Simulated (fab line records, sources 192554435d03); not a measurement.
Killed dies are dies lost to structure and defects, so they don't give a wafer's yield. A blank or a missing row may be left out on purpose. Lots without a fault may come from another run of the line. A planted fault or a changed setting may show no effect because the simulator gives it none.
Chamber matching | flow n5_finfet | N5_BEOL_M3_PRE_CLEAN_60 on cvd_co-01: 3 sister chambers
The step time 15 s. 6 wafers are shown with their chamber, then 11 later ones without.

WAFERS WITH THEIR CHAMBER
wafer  | chamber | heater_power_w (W) | rf_fwd_power_W (W)
L638.5 | 2       | 58                 | 298.2
L639.4 | 2       | 57                 | 296.6
L646.1 | 0       | 98                 | 296.3
L646.4 | 1       | 97                 | 298.1
L646.6 | 0       | 95                 | 296.8
L648.2 | 1       | 98                 | 295.6

WAFERS WITHOUT THEIR CHAMBER
wafer  | heater_power_w (W) | rf_fwd_power_W (W)
L648.3 | 59                 | 296.4
L648.5 | 58                 | 297.8
L649.1 | 95                 | 297.6
L649.3 | 59                 | 298.9
L649.6 | 59                 | 296.9
L651.2 | 98                 | 297.7
L651.4 | 57                 | 296.9
L651.6 | 95                 | 295.6
L654.1 | 60                 | 296.2
L654.2 | 98                 | 296.9
L654.6 | 98                 | 297.9

WHICH CHAMBER EACH WENT THROUGH
wafer  | from the rows above     | in truth
L648.3 | 2                       | 2
L648.5 | 2                       | 2
L649.1 | can't be placed: 0 or 1 | 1
L649.3 | 2                       | 2
L649.6 | 2                       | 2
L651.2 | can't be placed: 1 or 0 | 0
L651.4 | 2                       | 2
L651.6 | can't be placed: 0 or 1 | 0
L654.1 | 2                       | 2
L654.2 | can't be placed: 1 or 0 | 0
L654.6 | can't be placed: 1 or 0 | 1
Placed correctly: 6 of 11. Can't be placed from these rows: 5 (the true chamber is among the candidates in 5). Placed wrongly: 0.
How it was worked out, from the rows above alone: a wafer's distance from a chamber is the root of the sum, over the readings, of the square of ((its reading less the chamber's mean) divided by the reading's scatter). The wafer belongs to the nearest chamber; if the next one is less than 2 further off, it can't be placed. A chamber's mean is the mean of its shown wafers. The scatter: the root of (the sum of the squares of (reading less its chamber's mean) over the shown wafers, divided by (wafers less chambers)).
